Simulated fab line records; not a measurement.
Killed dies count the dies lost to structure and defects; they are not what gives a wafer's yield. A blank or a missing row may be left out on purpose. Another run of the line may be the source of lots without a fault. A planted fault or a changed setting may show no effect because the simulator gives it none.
A lot that was struck, set against a sound lot / flow n5Finfet / 14 steps out of a route of 1938
Sound: wafers L693.1, L693.2, L693.4. Wafers L687.1, L687.2, L687.6 were the ones struck. Last of all comes the cause.
For every step that has rows: the tool of each side, followed by ch and its chambers, followed by its first start. Under that, the readings that differ: sound wafers / struck wafers / difference of the means / sigmas: that difference in standard deviations of wafers without a fault.
alike: a reading whose means differ by less than 2 such deviations, as well as words and numbers matching on both sides. not compared: withheld readings; readings where some wafer has no value; bounds like >300 that might hide an equal value; numbers whose values overlap and for which the record gives no deviation.
Wherever a step has rows on one side only, a row that says differs or no value, or a row with sigmas, the two part there. Numbers that don't overlap but have no deviation are shown without sigmas and don't part them. A reading missing from all wafers of one side parts the sides only when that side holds two or more wafers.

first, 1 step without rows for these wafers: N5_BEOL_M8_STRIP_68 (strips in N2/H2).
N5_BEOL_M8_STRIP_67: strips in CF4.
  sound on rieDiel-05 ch 0,1,2, day 16 01:21; struck on rieDiel-04 ch 0,1,2, day 14 21:36
  alike: drypumpMotorCurrentA, oesProductAu, powerW, rfVppV, showerheadPlenumPTorr, throttleValvePct
  not compared: rfHoursCounterH
N5_BEOL_M8_HM_OPEN_17: chemistry Cl2/BCl3, target TiN, target depth 20 nm, overetch 6 nm.
  sound on rieMetal-03 ch 0,1, day 16 01:23; struck on rieMetal-03 ch 0,1, day 14 21:38
  alike: drypumpMotorCurrentA, oesProductAu, throttleValvePct
  not compared: rfHoursCounterH
N5_BEOL_M8_STRIP_19: strips in O2.
  sound on rieDiel-05 ch 1,2,3, day 16 01:31; struck on rieDiel-01 ch 0,3, day 14 21:45
  alike: drypumpMotorCurrentA, oesProductAu, rfVppV, showerheadPlenumPTorr, throttleValvePct
  not compared: rfHoursCounterH
N5_BEOL_M8_CD_MEAS_18: pitch 80 nm, target cd 40 nm.
  struck on cdSem-02, day 14 21:49; sound on cdSem-01, day 16 01:35
  alike: cdNm
then, 7 steps without rows for these wafers: N5_BEOL_M8_COAT_63 (time 60 s, resist thk 60 nm); N5_BEOL_M8_COAT_64 (time 60 s, resist thk 12 nm); N5_BEOL_M8_COAT_71 (time 60 s, resist thk 5 nm); N5_BEOL_M8_COAT_22 (resist thk 30 nm); N5_BEOL_M8_EBR_24; N5_BEOL_M8_SOFTBAKE_23 (time 60 s); N5_BEOL_M8_EXPOSE_25 (exposes mask V7, target cd 40 nm).
N5_BEOL_M8_PEB_26: peb time 60 s.
  sound on lithoTrack-04 ch 0, day 16 02:45; struck on lithoTrack-04, day 14 22:44
  no value came back on the struck wafers for chillPlateTempC (C), exhaustPa (Pa); on the sound wafers chillPlateTempC (C) reads 22.93 22.94 23.02
then, 1 step without rows for these wafers: N5_BEOL_M8_DEVELOP_27 (develop time 30 s).

## WHERE THEY PART
Only at N5_BEOL_M8_PEB_26, within this record.

WHY: whatever the simulator had introduced
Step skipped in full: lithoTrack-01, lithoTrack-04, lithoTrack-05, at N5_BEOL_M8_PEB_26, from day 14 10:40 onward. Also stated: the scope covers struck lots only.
